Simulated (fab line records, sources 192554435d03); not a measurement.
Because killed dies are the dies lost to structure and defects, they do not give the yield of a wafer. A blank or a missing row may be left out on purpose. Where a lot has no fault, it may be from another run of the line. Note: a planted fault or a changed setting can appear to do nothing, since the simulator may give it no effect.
Struck lot and sound lot, side by side + flow n5_finfet + 42 out of 1938 route steps
Sound: these wafers, L913.2, L913.4, L913.5. Struck: wafer L918.6 (L918.2, L918.3, from the same lot, were not struck and are left out); the cause is given at the end.
For every step that has rows: the tool of each side, followed by ch and its chambers, followed by its first start. Under that, the readings that differ: sound wafers + struck wafers + difference of the means + sigmas: that difference in standard deviations of wafers without a fault.
alike: words and numbers the same on both sides, and readings whose means are apart by under 2 such deviations; not compared: readings that were withheld, readings missing a value for some wafer, numbers with overlapping values and no deviation given by the record, and bounds like >300 which may hide the same value.
Wherever a step has rows on one side only, a row that says differs or no value, or a row with sigmas, the two part there. Numbers that don't overlap but have no deviation are shown without sigmas and don't part them. A reading missing from all wafers of one side parts the sides only when that side holds two or more wafers.

first, 1 step without rows for these wafers: N5_BEOL_M1_ETCH_41 (etches SiCN in CH3F/O2, target depth 31.9 nm, time 57.8 s).
N5_BEOL_M1_STRIP_97: strips in N2/H2, time 10 s.
  sound on rie_diel-02 ch 0,1; struck on rie_diel-02 ch 3
| reading                         | sound          | struck | difference | sigmas |
|---------------------------------|----------------|--------|------------|--------|
| rf_vpp_V (V)                    | 59.3 59.3 58.3 | 61.0   | +2.0       | +3     |
| showerhead_plenum_p_Torr (Torr) | 2.42 2.60 2.42 | 2.65   | +0.17      | +2     |
  alike: drypump_motor_current_A, oes_product_au, throttle_valve_pct
  not compared: rf_hours_counter_h
N5_BEOL_M1_OCD_MEAS_38:
  sound: ocd-01 at day 7 10:31; struck: ocd-01 at day 7 23:31
  alike: trench_depth_nm
then, 4 steps without rows for these wafers: N5_BEOL_M1_HM_STRIP_39 (strips TiN in peroxide tin strip, target depth 25 nm, time 158 s); N5_BEOL_M1_SRD_40 (time 30 s); N5_BEOL_M1_PRECLEAN_42 (cleans in residue remover, time 60 s); N5_BEOL_M1_SRD_43 (time 30 s).
N5_BEOL_M1_CD_MEAS_35: target cd 18 nm, target cd y 21 nm.
  sound: cd_sem-02 at day 7 10:41; struck: cd_sem-01 at day 7 23:40
  alike: cd_nm
N5_BEOL_M1_DEGAS_44: time 60 s.
  sound: pvd_sputter-01 at day 7 10:49; struck: pvd_sputter-01 at day 7 23:43
  alike: heater_power_w, susceptor_temp_C
then, 3 steps without rows for these wafers: N5_BEOL_M1_PRE_CLEAN_45 (time 30 s); N5_BEOL_M1_ALD_84 (deposits TaN, pulse time 2 s, purge time 3 s, co reactant purge time 2 s); N5_BEOL_M1_SURFACE_TREAT_85.
N5_BEOL_M1_CVD_47: deposits Co from CCTBA/H2, target thk 3 nm, time 223.8 s.
  sound on cvd_co-01 ch 1,2, day 7 11:13; struck on cvd_co-02 ch 0,1,2, day 8 00:07
then, 13 steps without rows for these wafers: N5_BEOL_M1_SPUTTER_48 (material Cu, target thk 4.5 nm, time 8.29 s); N5_BEOL_M1_ANNEAL_49 (time 240 s); N5_BEOL_M1_SPUTTER_79 (material Cu, target thk 4.5 nm, time 8.29 s); N5_BEOL_M1_ANNEAL_80 (time 240 s); N5_BEOL_M1_SPUTTER_81 (material Cu, target thk 4.5 nm, time 8.29 s); N5_BEOL_M1_ANNEAL_82 (time 240 s); N5_BEOL_M1_SPUTTER_86 (material Cu, target thk 4.5 nm, time 8.29 s); N5_BEOL_M1_ANNEAL_87 (time 240 s); N5_BEOL_M1_SPUTTER_88 (material Cu, target thk 4.5 nm, time 8.29 s); N5_BEOL_M1_ANNEAL_89 (time 240 s); N5_BEOL_M1_SPUTTER_90 (material Cu, target thk 4.5 nm, time 8.29 s); N5_BEOL_M1_ANNEAL_91 (time 240 s); N5_BEOL_M1_SPUTTER_92 (material Cu, target thk 4.5 nm, time 8.29 s).
N5_BEOL_M1_ANNEAL_93: time 240 s.
  sound: pvd_sputter-02 at day 7 12:49; struck: pvd_sputter-01 at day 8 01:40
  alike: heater_power_w, susceptor_temp_C
then, 4 steps without rows for these wafers: N5_BEOL_M1_SPUTTER_94 (material Cu, target thk 4.5 nm, time 8.29 s); N5_BEOL_M1_ANNEAL_95 (time 240 s); N5_BEOL_M1_SPUTTER_96 (material Cu, target thk 4.5 nm, time 8.29 s); N5_BEOL_M1_ECD_50 (material Cu, target thk 300 nm).
N5_BEOL_M1_ANNEAL_51: time 90 s.
  sound on rtp_anneal-01 ch 0, day 7 16:19; struck on rtp_anneal-01 ch 0, day 8 08:52
  alike: anneal_temp_c_max, wafer_temp_C_max
then, 1 step without rows for these wafers: N5_BEOL_M1_CMP_52 (polishes, stops on SiOC, t overpolish 6.8 s, target thk 40 nm).
N5_BEOL_M1_THK_MEAS_53: measures by xrf.
  sound: film_metro-02 at day 7 16:52; struck: film_metro-02 at day 8 09:26
  alike: M1_THK
then, 1 step without rows for these wafers: N5_BEOL_M1_PRE_CLEAN_60 (time 15 s).
N5_BEOL_M1_CO_CAP_55: material Co, precursor CCTBA/H2, target thk 2 nm, time 102.1 s.
  sound on cvd_co-02 ch 0,1,2, day 7 16:56; struck on cvd_co-01 ch 0, day 8 09:31
  alike: heater_power_w, susceptor_temp_C
then, 2 steps without rows for these wafers: N5_BEOL_M1_PRE_CLEAN_56 (time 15 s); N5_BEOL_M1_DEP_57 (deposits SiCN from 3MS/NH3, target thk 8 nm, time 14 s).
N5_BEOL_M1_RS_MEAS_58: a four-point-probe measurement.
  sound: film_metro-01 at day 7 17:07; struck: film_metro-01 at day 8 09:41
  alike: M1_RS
then, 1 step without rows for these wafers: N5_BEOL_M2_ILD_DEP_00 (deposits SiOC from DEMS/O2, target thk 79 nm, time 15.3 s).
N5_BEOL_M2_THK_MEAS_01:
  sound: film_metro-01 at day 7 17:15; struck: film_metro-02 at day 8 09:49
  alike: M2_ILD_THK
-- record jumps: 6 days separate the struck wafers' starts on either side; left off in module BEOL_M2, taken up again in module PASSIVATION, whose first shown step is the route's number 1936 --
N5_PASSIVATION_PROBE_49:
  rows exist in the record for the struck wafers here (prober-02, day 14 19:07), but not for the sound ones

WHERE THEY PART
First at N5_BEOL_M1_STRIP_97; last, within this record, at N5_PASSIVATION_PROBE_49.

WHY: what the simulator had put in
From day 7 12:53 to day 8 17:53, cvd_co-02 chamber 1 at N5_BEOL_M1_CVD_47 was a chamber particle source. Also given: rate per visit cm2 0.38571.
